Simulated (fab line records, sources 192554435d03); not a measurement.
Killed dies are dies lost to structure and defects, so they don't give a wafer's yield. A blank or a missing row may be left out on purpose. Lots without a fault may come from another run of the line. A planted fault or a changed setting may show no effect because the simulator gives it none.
fab line records | flow n5_finfet | part 1 of 2: steps 1 to 3 of 6
record lots=24 wafers=72 last_day=18
route steps=1938 shown FIN_SAQP@116 FIN_CUT@163 STI_FIN_REVEAL@196 DUMMY_GATE@219
lots that met no fault: from a run of the same line without faults
start_h: hours from the record's first day to the start of the lot's first wafer shown | wait_h: hours since the lot's step before | " the same as in the row above | L1.1+2: a row that stands for several wafers | - no value, or no start given | * or withheld: withheld | < > ~ a bound
route shown NAME@n: a module of which the file shows steps, and the number in the route of the first | usual: mean/standard deviation of fault-free wafers | same: alike in all rows | chamber/n: place in a boat | sites: the reading at each site | _std_site: their standard deviation | _edge_site: outer sites' mean less inner sites' | radius_mm: how far each site lies from the wafer's centre | mask NAME#n: copy n | behind: the tool/chamber that last shaped the wafer | hold: why the lot was held/for how many hours/how that ended | device: the transistor (n, p or np) that didn't switch | end of line: the same wafers' tests at the end of the route | a step without rows: its recipe alone | killed: dies lost to structure and defects at the first sort, not the wafer's yield | map: a wafer's dies, x killed, . not, _ none there
set.NAME: the setting as run; set.NAME@STEP: as run at that earlier step | model.NAME: the simulator's own value behind a step, which no gauge read
steps of the route over a sample of lots; a table a step, a row a wafer
services: from which hour (start_h, from the record's first day; less than 0 if before it) a tool's chamber was out of use, for how many hours, and why
## steps
# step N5_FIN_SAQP_ETCH_52
# recipe chemistry=N2/H2 target=SOC target_depth_a=1000 overetch_a=200 mask_material=SiARC temp_c=40 time_s=150 ion_energy_ev=200 pressure_mtorr=30 source_w=840 bias_w=150 n2_flow_sccm=200 h2_flow_sccm=200 ends=end_point
# usual drypump_motor_current_A=5.8/0.46 oes_product_au=0.72/0.061 rf_vpp_V=524.3/2.4 showerhead_plenum_p_Torr=2.56/0.087 throttle_valve_pct=17.86/0.24
# columns lot.wafer tool chamber start_h wait_h drypump_motor_current_A oes_product_au rf_hours_counter_h rf_vpp_V showerhead_plenum_p_Torr throttle_valve_pct
L074.1 rie_diel-06 3 22.93 0.0 5.4 0.84 27 524.1 2.59 17.54
L074.4 " 1 " " 5.8 0.80 27 521.8 2.48 18.03
L074.5 " 2 " " 6.8 0.71 - 524.3 2.55 18.03
L075.3 rie_diel-03 3 28.21 0.0 5.1 0.67 165 520.1 2.43 17.89
L075.5 " 0 " " 6.0 0.69 - 528.3 2.64 18.09
L075.6 " 1 " " 5.8 0.63 - 520.1 2.40 17.72
L076.1 rie_diel-03 2 35.13 0.0 5.7 0.78 49 527.2 2.69 17.78
L076.3 " 3 " " 5.1 0.67 167 520.8 2.43 17.87
L076.5 " 1 " " 5.8 0.63 - 521.0 2.40 17.71
L077.1 rie_diel-06 1 45.95 0.0 5.8 0.79 36 523.3 2.48 18.03
L077.5 " 3 " " 5.4 0.81 - 525.6 2.59 17.56
L077.6 " 2 " " 6.8 0.70 - 523.9 2.54 18.04
L078.1 rie_diel-06 2 47.74 0.0 6.8 0.70 129 522.8 2.54 18.05
L078.4 " 0 " " 5.8 0.72 92 525.5 2.57 17.80
L078.5 " 2 " " 6.8 0.71 - 525.5 2.54 18.05
L079.2 rie_diel-03 1 52.87 0.0 5.8 0.63 241 520.2 2.39 17.74
L079.4 " 0 " " 6.0 0.67 174 526.5 2.64 18.10
L079.6 " 2 " " 5.6 0.77 - 525.8 2.69 17.79
L080.1 rie_diel-06 2 60.40 0.0 6.9 0.70 135 522.1 2.54 18.02
L080.2 " 0 " " 5.8 0.71 97 523.2 2.57 17.79
L080.5 " 3 " " 5.4 0.80 - 526.0 2.59 17.56
L081.1 rie_diel-06 3 64.92 0.0 5.4 0.79 45 525.4 2.59 17.59
L081.2 " 0 " " 5.8 0.72 99 524.5 2.57 17.80
L081.5 " 3 " " 5.4 0.79 - 524.5 2.59 17.58
L082.2 rie_diel-06 0 70.92 0.0 5.7 0.72 102 523.3 2.57 17.81
L082.4 " 1 " " 5.8 0.78 46 522.2 2.48 18.03
L082.5 " 0 " " 5.8 0.70 - 524.7 2.57 17.80
L083.1 rie_diel-03 3 77.47 0.0 5.1 0.66 183 521.4 2.42 17.93
L083.2 " 2 " " 5.7 0.75 69 527.6 2.68 17.82
L083.5 " 3 " " 5.1 0.66 - 521.4 2.42 17.92
L084.1 rie_diel-01 3 84.95 0.0 6.1 0.61 233 521.0 2.50 17.71
L084.4 " 2 " " 5.9 0.68 - 526.5 2.66 18.10
L084.5 " 1 " " 5.5 0.76 - 524.9 2.58 17.38
L085.2 rie_diel-06 2 87.35 0.0 6.9 0.69 144 524.1 2.54 18.08
L085.5 " 0 " " 5.7 0.70 - 524.3 2.57 17.82
L085.6 " 1 " " 5.8 0.77 - 521.3 2.47 18.05
L086.1 rie_diel-06 0 94.73 0.0 5.8 0.71 109 524.1 2.56 17.82
L086.3 " 2 " " 6.8 0.69 147 523.8 2.53 18.06
L086.4 " 1 " " 5.7 0.77 54 521.3 2.47 18.07
L087.3 rie_diel-06 1 99.97 0.0 5.8 0.77 56 521.1 2.47 18.05
L087.5 " 1 " " 5.8 0.76 - 521.4 2.47 18.06
L087.6 " 2 " " 6.9 0.70 - 523.2 2.53 18.08
L088.1 rie_diel-01 0 105.79 0.0 5.5 0.86 4 522.8 2.51 18.16
L088.2 " 2 " " 5.8 0.67 158 527.5 2.66 18.10
L088.3 " 1 " " 5.5 0.75 79 524.4 2.57 17.40
L089.1 rie_diel-03 0 112.66 0.0 6.0 0.65 198 526.5 2.63 18.13
L089.4 " 2 " " 5.7 0.75 83 527.8 2.68 17.84
L089.6 " 2 " " 5.6 0.74 - 526.3 2.68 17.84
L090.1 rie_diel-01 2 117.65 0.0 5.9 0.67 163 526.4 2.65 18.10
L090.4 " 0 " " 5.5 0.83 9 523.0 2.50 18.17
L090.5 " 1 " " 5.5 0.75 - 523.8 2.57 17.40
L091.1 rie_diel-03 0 125.03 0.0 6.0 0.66 202 525.5 2.62 18.15
L091.4 " 3 " " 5.1 0.65 201 519.4 2.41 17.93
L091.5 " 3 " " 5.1 0.65 - 519.4 2.41 17.95
L092.1 rie_diel-06 0 130.20 0.0 5.8 0.69 122 523.2 2.56 17.83
L092.4 " 3 " " 5.4 0.77 68 523.5 2.58 17.64
L092.5 " 0 " " 5.8 0.69 - 524.4 2.56 17.84
L093.1 rie_diel-03 2 136.99 0.0 5.6 0.73 91 527.5 2.68 17.86
L093.4 " 1 " " 5.8 0.83 19 528.4 2.70 17.39
L093.6 " 2 " " 5.6 0.73 - 526.4 2.67 17.86
L094.1 rie_diel-03 2 142.11 0.0 5.7 0.73 93 525.6 2.67 17.85
L094.5 " 2 " " 5.6 0.72 - 527.0 2.67 17.84
L094.6 " 3 " " 5.1 0.64 - 521.7 2.41 17.96
L095.3 rie_diel-03 2 149.00 0.0 5.6 0.73 96 529.6 2.67 17.86
L095.5 " 0 " " 6.0 0.64 - 526.6 2.62 18.16
L095.6 " 1 " " 5.8 0.81 - 528.7 2.70 17.38
L096.1 rie_diel-06 0 155.25 0.0 5.8 0.69 132 523.1 2.55 17.85
L096.3 " 2 " " 6.9 0.68 168 524.1 2.52 18.11
L096.5 " 0 " " 5.7 0.69 - 524.2 2.55 17.85
L097.2 rie_diel-01 0 159.96 0.0 5.4 0.80 27 522.7 2.50 18.21
L097.4 " 1 " " 5.5 0.73 - 524.1 2.56 17.45
L097.6 " 2 " " 5.9 0.66 - 526.2 2.65 18.14
# step N5_FIN_SAQP_ETCH_67
# recipe chemistry=CH3F/O2 target=SiNx target_depth_a=300 mask_material=SOC pressure_mtorr=30 source_w=395 bias_w=73 Ar_flow_sccm=150 CH3F_flow_sccm=30 O2_flow_sccm=20 ion_energy_ev=120
# usual drypump_motor_current_A=5.7/0.41 mfc_ar_sccm=150.0/0.48 oes_product_au=0.82/0.081 rf_vpp_V=298.0/2.3 showerhead_plenum_p_Torr=2.02/0.069 throttle_valve_pct=16.39/0.24
# columns lot.wafer tool chamber start_h wait_h drypump_motor_current_A mfc_ar_sccm oes_product_au rf_hours_counter_h rf_vpp_V showerhead_plenum_p_Torr throttle_valve_pct
L074.1 rie_diel-06 2 27.58 0.0 6.8 150.7 0.78 123 300.4 2.02 16.74
L074.4 " 1 " " 5.8 150.7 0.90 28 295.1 1.96 16.49
L074.5 " 1 " " 5.8 150.3 0.90 - 295.4 1.96 16.48
L075.3 rie_diel-03 1 31.29 0.0 5.8 150.6 0.69 231 292.1 1.89 16.40
L075.5 " 3 " " 5.1 149.7 0.74 - 296.4 1.92 16.49
L075.6 " 0 " " 6.0 149.4 0.76 - 298.3 2.08 16.58
L076.1 rie_diel-06 3 38.37 0.0 5.4 149.7 0.92 33 300.0 2.04 16.08
L076.3 " 1 " " 5.8 150.0 0.90 33 294.9 1.96 16.49
L076.5 " 0 " " 5.7 149.8 0.81 - 297.9 2.02 16.33
L077.1 rie_diel-06 1 50.12 0.0 5.7 150.1 0.88 38 295.1 1.95 16.48
L077.5 " 2 " " 6.9 149.0 0.78 - 297.7 2.01 16.76
L077.6 " 1 " " 5.8 150.4 0.89 - 295.2 1.95 16.49
L078.1 rie_diel-06 1 50.71 0.0 5.8 150.2 0.89 38 294.7 1.95 16.50
L078.4 " 2 " " 6.8 149.9 0.79 130 299.8 2.01 16.75
L078.5 " 3 " " 5.4 150.2 0.91 - 300.6 2.04 16.11
L079.2 rie_diel-06 0 56.36 0.0 5.8 149.3 0.81 95 296.0 2.02 16.34
L079.4 " 1 " " 5.7 149.4 0.89 40 294.9 1.95 16.51
L079.6 " 3 " " 5.4 149.5 0.91 - 299.6 2.04 16.10
L080.1 rie_diel-06 3 64.36 0.0 5.4 149.7 0.90 45 301.2 2.04 16.13
L080.2 " 0 " " 5.8 149.4 0.80 99 296.6 2.02 16.36
L080.5 " 1 " " 5.8 149.7 0.88 - 294.8 1.95 16.51
L081.1 rie_diel-03 2 68.06 0.0 5.6 150.6 0.85 65 302.1 2.11 16.40
L081.2 " 3 " " 5.1 150.2 0.73 180 295.1 1.91 16.51
L081.5 " 2 " " 5.7 150.8 0.85 - 299.8 2.11 16.41
L082.2 rie_diel-01 1 73.94 0.0 5.5 149.8 0.87 64 296.7 2.03 15.94
L082.4 " 2 " " 5.9 150.2 0.76 - 302.8 2.09 16.47
L082.5 " 1 " " 5.5 150.3 0.86 - 296.7 2.03 15.91
L083.1 rie_diel-06 2 80.61 0.0 6.8 150.3 0.77 142 299.6 2.01 16.78
L083.2 " 1 " " 5.8 149.9 0.86 50 295.8 1.95 16.52
L083.5 " 0 " " 5.7 150.1 0.80 - 297.0 2.02 16.39
L084.1 rie_diel-03 3 87.90 0.0 5.1 149.9 0.72 188 294.7 1.91 16.53
L084.4 " 0 " " 6.0 150.1 0.74 189 299.1 2.07 16.64
L084.5 " 3 " " 5.1 150.7 0.72 - 295.2 1.91 16.53
L085.2 rie_diel-03 1 90.04 0.0 5.8 149.3 0.98 2 296.0 2.14 15.98
L085.5 " 1 " " 5.8 149.5 0.97 - 296.4 2.14 15.97
L085.6 " 2 " " 5.7 149.2 0.84 - 300.1 2.11 16.43
L086.1 rie_diel-03 0 99.14 0.0 6.0 150.1 0.73 193 299.9 2.07 16.63
L086.3 " 1 " " 5.8 149.8 0.95 5 295.7 2.14 15.98
L086.4 " 3 " " 5.1 149.6 0.71 192 294.0 1.91 16.55
L087.3 rie_diel-03 3 102.66 0.0 5.1 149.1 0.72 193 295.8 1.91 16.53
L087.5 " 2 " " 5.7 149.8 0.83 - 299.9 2.11 16.43
L087.6 " 3 " " 5.1 150.0 0.71 - 296.8 1.91 16.54
L088.1 rie_diel-03 2 108.66 0.0 5.6 149.8 0.83 80 300.9 2.11 16.44
L088.2 " 1 " " 5.8 150.0 0.95 9 295.9 2.13 16.01
L088.3 " 3 " " 5.1 149.6 0.72 195 295.9 1.91 16.54
L089.1 rie_diel-01 1 116.09 0.0 5.5 150.9 0.84 83 297.5 2.02 15.96
L089.4 " 3 " " 6.1 150.8 0.67 242 297.7 1.96 16.30
L089.6 " 2 " " 5.8 149.5 0.74 - 300.8 2.08 16.50
L090.1 rie_diel-06 0 120.56 0.0 5.8 150.0 0.78 118 298.6 2.01 16.39
L090.4 " 1 " " 5.8 149.8 0.85 63 295.9 1.95 16.55
L090.5 " 0 " " 5.8 149.9 0.78 - 296.7 2.01 16.39
L091.1 rie_diel-01 0 127.99 0.0 5.5 149.7 0.94 12 299.8 1.97 16.55
L091.4 " 3 " " 6.1 149.7 0.67 246 297.3 1.96 16.31
L091.5 " 1 " " 5.5 149.7 0.84 - 296.6 2.02 15.97
L092.1 rie_diel-03 1 133.18 0.0 5.8 149.9 0.94 17 298.1 2.13 16.02
L092.4 " 2 " " 5.6 150.9 0.82 90 300.5 2.10 16.44
L092.5 " 1 " " 5.8 149.6 0.93 - 296.5 2.13 15.99
L093.1 rie_diel-03 0 139.75 0.0 6.0 149.7 0.72 208 300.6 2.07 16.67
L093.4 " 2 " " 5.7 150.2 0.81 92 300.2 2.10 16.47
L093.6 " 0 " " 6.0 150.3 0.72 - 299.5 2.07 16.65
L094.1 rie_diel-06 1 144.93 0.0 5.7 149.9 0.84 71 295.7 1.94 16.56
L094.5 " 0 " " 5.8 150.0 0.78 - 296.2 2.01 16.40
L094.6 " 3 " " 5.4 149.4 0.87 - 298.9 2.03 16.20
L095.3 rie_diel-01 0 151.96 0.0 5.4 151.1 0.90 24 298.8 1.96 16.57
L095.5 " 0 " " 5.5 150.7 0.90 - 298.4 1.96 16.56
L095.6 " 1 " " 5.5 149.4 0.82 - 296.5 2.02 15.98
L096.1 rie_diel-03 2 158.18 0.0 5.6 150.7 0.80 100 299.1 2.10 16.49
L096.3 " 3 " " 5.1 150.2 0.71 213 296.2 1.90 16.56
L096.5 " 1 " " 5.8 150.2 0.90 - 296.3 2.13 16.02
L097.2 rie_diel-01 3 162.81 0.0 6.1 149.8 0.95 1 297.9 1.96 15.84
L097.4 " 0 " " 5.5 150.2 0.89 28 299.4 1.96 16.57
L097.6 " 0 " " 5.5 149.1 0.89 - 299.0 1.96 16.59
# step N5_FIN_SAQP_SPACER2_ETCHBACK_29
# recipe chemistry=CHF3/O2 mode=anisotropic_etchback target=SiO2 target_depth_a=122 time_s=6.1 pressure_mtorr=30 source_w=650 bias_w=170 Ar_flow_sccm=200 CHF3_flow_sccm=50 O2_flow_sccm=5 ion_energy_ev=200
# usual drypump_motor_current_A=5.8/0.41 mfc_ar_sccm=200.0/0.63 oes_product_au=0.80/0.08 rf_vpp_V=525/3.9 showerhead_plenum_p_Torr=2.43/0.069 throttle_valve_pct=18.94/0.27
# same time_s=6.1
# columns lot.wafer tool chamber start_h wait_h drypump_motor_current_A mfc_ar_sccm oes_product_au rf_hours_counter_h rf_vpp_V showerhead_plenum_p_Torr throttle_valve_pct
L074.1 rie_diel-03 1 29.57 0.2 5.8 201.0 0.70 231 515 2.29 18.88
L074.4 " 2 " " 5.6 200.2 0.88 48 530 2.55 18.93
L074.5 " 3 " " 5.1 200.6 0.75 - 522 2.31 19.02
L075.3 rie_diel-01 3 32.52 0.2 6.1 199.5 0.68 221 525 2.38 18.77
L075.5 " 0 " " 5.5 199.0 0.67 - 528 2.38 19.53
L075.6 " 1 " " 5.5 200.2 0.87 - 523 2.45 18.43
L076.1 rie_diel-01 0 39.48 0.2 5.4 200.7 0.67 255 527 2.38 19.54
L076.3 " 3 " " 6.1 200.1 0.68 223 523 2.37 18.78
L076.5 " 1 " " 5.5 200.6 0.87 - 523 2.44 18.45
L077.1 rie_diel-03 1 51.20 0.3 5.8 200.7 0.69 240 514 2.29 18.90
L077.5 " 0 " " 6.0 199.6 0.75 - 527 2.50 19.13
L077.6 " 3 " " 5.1 199.1 0.74 - 521 2.31 19.03
L078.1 rie_diel-06 2 51.42 0.3 6.8 201.4 0.79 130 529 2.42 19.31
L078.4 " 0 " " 5.8 199.3 0.80 93 524 2.44 18.88
L078.5 " 0 " " 5.8 199.1 0.81 - 523 2.44 18.91
L079.2 rie_diel-03 2 58.67 0.3 5.6 199.6 0.86 61 529 2.54 18.97
L079.4 " 0 " " 6.0 199.5 0.75 - 527 2.50 19.15
L079.6 " 1 " " 5.8 199.3 0.68 - 515 2.28 18.92
L080.1 rie_diel-03 1 65.07 0.3 5.8 200.3 0.68 247 515 2.28 18.90
L080.2 " 2 " " 5.6 200.0 0.85 64 530 2.54 18.97
L080.5 " 2 " " 5.7 199.6 0.86 - 530 2.54 18.97
L081.1 rie_diel-06 3 68.72 0.3 5.4 199.3 0.90 47 530 2.45 18.69
L081.2 " 2 " " 6.8 199.7 0.78 138 527 2.42 19.32
L081.5 " 0 " " 5.8 200.3 0.80 - 524 2.43 18.90
L082.2 rie_diel-01 1 74.51 0.2 5.5 200.4 0.87 64 523 2.44 18.47
L082.4 " 2 " " 5.9 200.2 0.76 - 531 2.51 19.02
L082.5 " 1 " " 5.6 200.3 0.87 - 522 2.44 18.46
L083.1 rie_diel-06 0 81.72 0.2 5.7 199.7 0.80 106 522 2.43 18.93
L083.2 " 2 " " 6.8 199.5 0.78 142 528 2.42 19.32
L083.5 " 3 " " 5.4 201.0 0.90 - 527 2.45 18.71
L084.1 rie_diel-01 1 89.40 0.2 5.5 199.0 0.85 73 522 2.44 18.47
L084.4 " 2 " " 5.9 200.1 0.75 - 531 2.51 19.02
L084.5 " 1 " " 5.5 199.8 0.85 - 523 2.44 18.48
L085.2 rie_diel-06 2 91.43 0.2 6.9 199.8 0.78 145 528 2.42 19.35
L085.5 " 2 " " 6.8 199.8 0.77 - 528 2.42 19.31
L085.6 " 1 " " 5.8 200.9 0.86 - 522 2.35 19.09
L086.1 rie_diel-03 2 99.71 0.2 5.6 200.1 0.84 78 529 2.54 18.98
L086.3 " 3 " " 5.1 199.8 0.72 192 519 2.30 19.05
L086.4 " 1 " " 5.8 200.9 0.97 5 522 2.57 18.55
L087.3 rie_diel-01 1 103.23 0.2 5.5 200.6 0.85 78 522 2.44 18.47
L087.5 " 0 " " 5.4 199.9 0.97 - 526 2.38 19.13
L087.6 " 3 " " 6.1 200.3 0.67 - 523 2.37 18.80
L088.1 rie_diel-01 0 109.82 0.2 5.5 200.1 0.96 6 527 2.37 19.15
L088.2 " 2 " " 5.9 201.2 0.75 160 529 2.50 19.05
L088.3 " 1 " " 5.5 201.2 0.85 81 522 2.44 18.47
L089.1 rie_diel-01 1 116.66 0.2 5.5 199.9 0.84 83 523 2.44 18.49
L089.4 " 3 " " 6.1 200.0 0.67 242 525 2.37 18.79
L089.6 " 1 " " 5.5 199.9 0.84 - 523 2.44 18.49
L090.1 rie_diel-06 2 121.13 0.2 6.8 199.5 0.76 156 529 2.41 19.34
L090.4 " 0 " " 5.8 199.4 0.77 118 523 2.43 18.97
L090.5 " 2 " " 6.8 200.0 0.77 - 529 2.41 19.34
L091.1 rie_diel-01 0 128.58 0.2 5.4 199.6 0.92 13 525 2.37 19.17
L091.4 " 1 " " 5.5 199.2 0.84 87 522 2.43 18.48
L091.5 " 3 " " 6.1 198.6 0.67 - 523 2.37 18.81
L092.1 rie_diel-06 0 134.25 0.2 5.7 198.9 0.78 124 523 2.42 18.96
L092.4 " 3 " " 5.4 201.2 0.87 70 528 2.45 18.73
L092.5 " 1 " " 5.8 198.5 0.85 - 522 2.34 19.14
L093.1 rie_diel-06 0 140.68 0.2 5.8 199.6 0.77 126 524 2.42 18.96
L093.4 " 1 " " 5.8 199.2 0.84 70 521 2.34 19.13
L093.6 " 3 " " 5.4 200.2 0.86 - 529 2.45 18.72
L094.1 rie_diel-01 1 145.53 0.2 5.5 200.1 0.83 94 523 2.43 18.50
L094.5 " 0 " " 5.4 201.1 0.92 - 525 2.37 19.16
L094.6 " 2 " " 5.9 200.2 0.74 - 530 2.50 19.05
L095.3 rie_diel-03 3 152.54 0.2 5.1 199.7 0.70 211 520 2.30 19.08
L095.5 " 2 " " 5.6 200.3 0.80 - 528 2.53 19.03
L095.6 " 1 " " 5.8 200.4 0.90 - 523 2.56 18.58
L096.1 rie_diel-01 2 158.76 0.2 5.9 199.1 0.72 182 531 2.50 19.08
L096.3 " 0 " " 5.5 200.3 0.90 27 527 2.37 19.18
L096.5 " 0 " " 5.5 200.9 0.91 - 525 2.37 19.19
L097.2 rie_diel-06 3 163.38 0.2 5.4 200.4 0.85 80 528 2.44 18.74
L097.4 " 0 " " 5.8 199.9 0.77 - 525 2.42 18.98
L097.6 " 3 " " 5.4 200.7 0.85 - 529 2.44 18.74
